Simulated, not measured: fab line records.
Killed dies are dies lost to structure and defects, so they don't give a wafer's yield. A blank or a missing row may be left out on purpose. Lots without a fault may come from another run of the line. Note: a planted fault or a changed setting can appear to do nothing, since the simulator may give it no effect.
Comparing a struck lot with a sound one :: flow n5_finfet :: 23 out of 1938 route steps
Sound: the wafers L176.2, L176.3, L176.5. Wafers struck: L191.2, L191.4, L191.5. The cause is named last.
Per side, at each step with rows, come the tool, then ch with its chambers, and then its first start. Under that, the readings that differ: sound wafers :: struck wafers :: difference of the means :: sigmas: that difference in standard deviations of wafers without a fault.
alike: a reading whose means differ by less than 2 such deviations, as well as words and numbers matching on both sides. not compared: withheld readings; readings where some wafer has no value; bounds like >300 that might hide an equal value; numbers whose values overlap and for which the record gives no deviation.
A row with sigmas, a row that says differs or no value, or rows on one side alone: a step with any of these is where the two part. Numbers that don't overlap but have no deviation are shown without sigmas and don't part them. Lack of a reading on every wafer of one side parts them only where that side has two or more wafers.

first, 9 steps without rows for these wafers: N5_BEOL_M4_DEVELOP_10 (develop time 30 s); N5_BEOL_M4_DESCUM_16 (chemistry O2, time 7 s); N5_BEOL_M4_ETCH_74 (etches underlayer in N2/H2, target depth 6.5 nm, time 5.2 s); N5_BEOL_M4_ETCH_63 (etches SiARC in CF4, target depth 15.6 nm, time 26 s); N5_BEOL_M4_ETCH_64 (etches SOC in N2/H2, target depth 75 nm, overetch 22.5 nm, time 121.9 s); N5_BEOL_M4_STRIP_65 (strips in N2/H2); N5_BEOL_M4_STRIP_75 (strips in N2/H2); N5_BEOL_M4_STRIP_66 (strips in CF4); N5_BEOL_M4_HM_OPEN_17 (chemistry Cl2/BCl3, target TiN, target depth 20 nm, overetch 6 nm).
N5_BEOL_M4_STRIP_19: strips in O2.
  sound on rie_diel-04 ch 0,1, day 8 17:23; struck on rie_diel-04 ch 0,2, day 12 06:46
  alike: drypump_motor_current_A, oes_product_au, rf_vpp_V, showerhead_plenum_p_Torr, temp_c, throttle_valve_pct
  not compared: rf_hours_counter_h
then, 9 steps without rows for these wafers: N5_BEOL_M4_COAT_67 (time 60 s, resist thk 60 nm); N5_BEOL_M4_COAT_68 (time 60 s, resist thk 12 nm); N5_BEOL_M4_COAT_76 (time 60 s, resist thk 5 nm); N5_BEOL_M4_COAT_22 (resist thk 30 nm); N5_BEOL_M4_EBR_24; N5_BEOL_M4_SOFTBAKE_23 (time 60 s); N5_BEOL_M4_EXPOSE_25 (exposes mask V3, defocus 5 nm); N5_BEOL_M4_PEB_26 (peb time 60 s); N5_BEOL_M4_DEVELOP_27 (develop time 30 s).
N5_BEOL_M4_INSPECT_30: inspects for defects (brightfield).
  sound on defect_inspect-01, day 8 17:52; struck on defect_inspect-01, day 12 07:14
reading: raw_defect_count
sound: 455 387 481
struck: 1487 1389 1500
difference: +1018
sigmas: +13
then, 1 step without rows for these wafers: N5_BEOL_M4_DESCUM_33 (chemistry O2, time 7 s).
N5_BEOL_M4_RC_MEAS_101:
  sound on prober-01 ch 0, day 9 10:29; struck on prober-02 ch 0, day 12 18:54
  alike: DIBL_N, DIBL_P, IOFF_N, IOFF_P, ION_N, ION_P, SS_N, SS_P, VT_N, VT_P
-- record jumps: 4 days separate the struck wafers' starts on either side; left off in module BEOL_M4, taken up again in module PASSIVATION, whose first shown step is the route's number 1936 --
N5_PASSIVATION_PROBE_49:
  rows exist in the record for the struck wafers here (prober-02, day 17 01:11), but not for the sound ones

## WHERE THEY PART
Earliest at N5_BEOL_M4_INSPECT_30; latest, in this record, at N5_PASSIVATION_PROBE_49.

WHY: whatever the simulator had introduced
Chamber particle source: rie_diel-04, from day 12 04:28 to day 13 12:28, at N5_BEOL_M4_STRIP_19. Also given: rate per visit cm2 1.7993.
